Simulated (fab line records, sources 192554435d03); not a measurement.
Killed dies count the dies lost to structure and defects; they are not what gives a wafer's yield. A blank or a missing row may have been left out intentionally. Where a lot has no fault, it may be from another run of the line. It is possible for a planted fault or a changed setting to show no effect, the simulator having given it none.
Chamber matching ; flow n5_finfet ; 4 sister chambers for N5_BEOL_M9_ETCH_66 on rie_diel-04
The step etches SOC in N2/H2, target depth 80 nm, overetch 16 nm, time 120 s. 16 wafers are shown with their chamber, then 8 later ones without.

## WAFERS PAIRED WITH THEIR CHAMBERS
wafer;chamber;drypump_motor_current_A (A);showerhead_plenum_p_Torr (Torr);oes_product_au (a.u.)
L075.2;2;4.7;2.43;0.54
L075.5;1;5.6;2.53;0.60
L075.6;0;5.3;2.59;0.69
L078.4;2;4.8;2.42;0.54
L078.5;1;5.6;2.52;0.59
L078.6;2;4.8;2.43;0.53
L081.2;1;5.7;2.52;0.59
L081.3;0;5.3;2.58;0.67
L081.5;3;6.5;2.55;0.56
L083.3;1;5.7;2.52;0.58
L083.4;0;5.3;2.58;0.67
L083.5;1;5.7;2.52;0.58
L082.2;1;5.7;2.52;0.59
L082.3;2;4.8;2.42;0.53
L082.6;1;5.6;2.52;0.58
L085.1;3;6.5;2.54;0.55

SIGNATURES, as means of the wafers listed above
reading;chamber 0;chamber 1;chamber 2;chamber 3;scatter within a chamber
drypump_motor_current_A;5.300;5.657;4.775;6.500;0.0453
showerhead_plenum_p_Torr;2.5833;2.5214;2.4250;2.5450;0.00502
oes_product_au;0.6767;0.5871;0.5350;0.5550;0.00796
Rule: distance of a wafer from a chamber = root of the sum over the readings of ((wafer's reading minus chamber's mean) / reading's scatter) squared. The wafer belongs to the nearest chamber; if the next one is less than 2 further off, it can't be placed. The scatter is the square root of a quotient: the sum, over the shown wafers, of each reading's squared deviation from its chamber's mean, divided by wafers minus chambers.

## WAFERS WITH NO CHAMBER GIVEN
wafer;drypump_motor_current_A (A);showerhead_plenum_p_Torr (Torr);oes_product_au (a.u.)
L085.4;5.3;2.58;0.65
L085.6;6.4;2.54;0.55
L088.1;6.4;2.54;0.55
L088.3;5.6;2.51;0.58
L088.5;6.5;2.54;0.55
L089.2;5.3;2.57;0.66
L089.3;4.8;2.74;0.74
L089.6;4.8;2.74;0.73

## CHAMBER TAKEN BY EACH
wafer;from the rows above;in truth
L085.4;0;0
L085.6;3;3
L088.1;3;3
L088.3;1;1
L088.5;3;3
L089.2;0;0
L089.3;0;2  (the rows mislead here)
L089.6;0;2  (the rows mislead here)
Placed correctly: 6 of 8. Number that these rows cannot place: 0. Wrongly placed: 2.
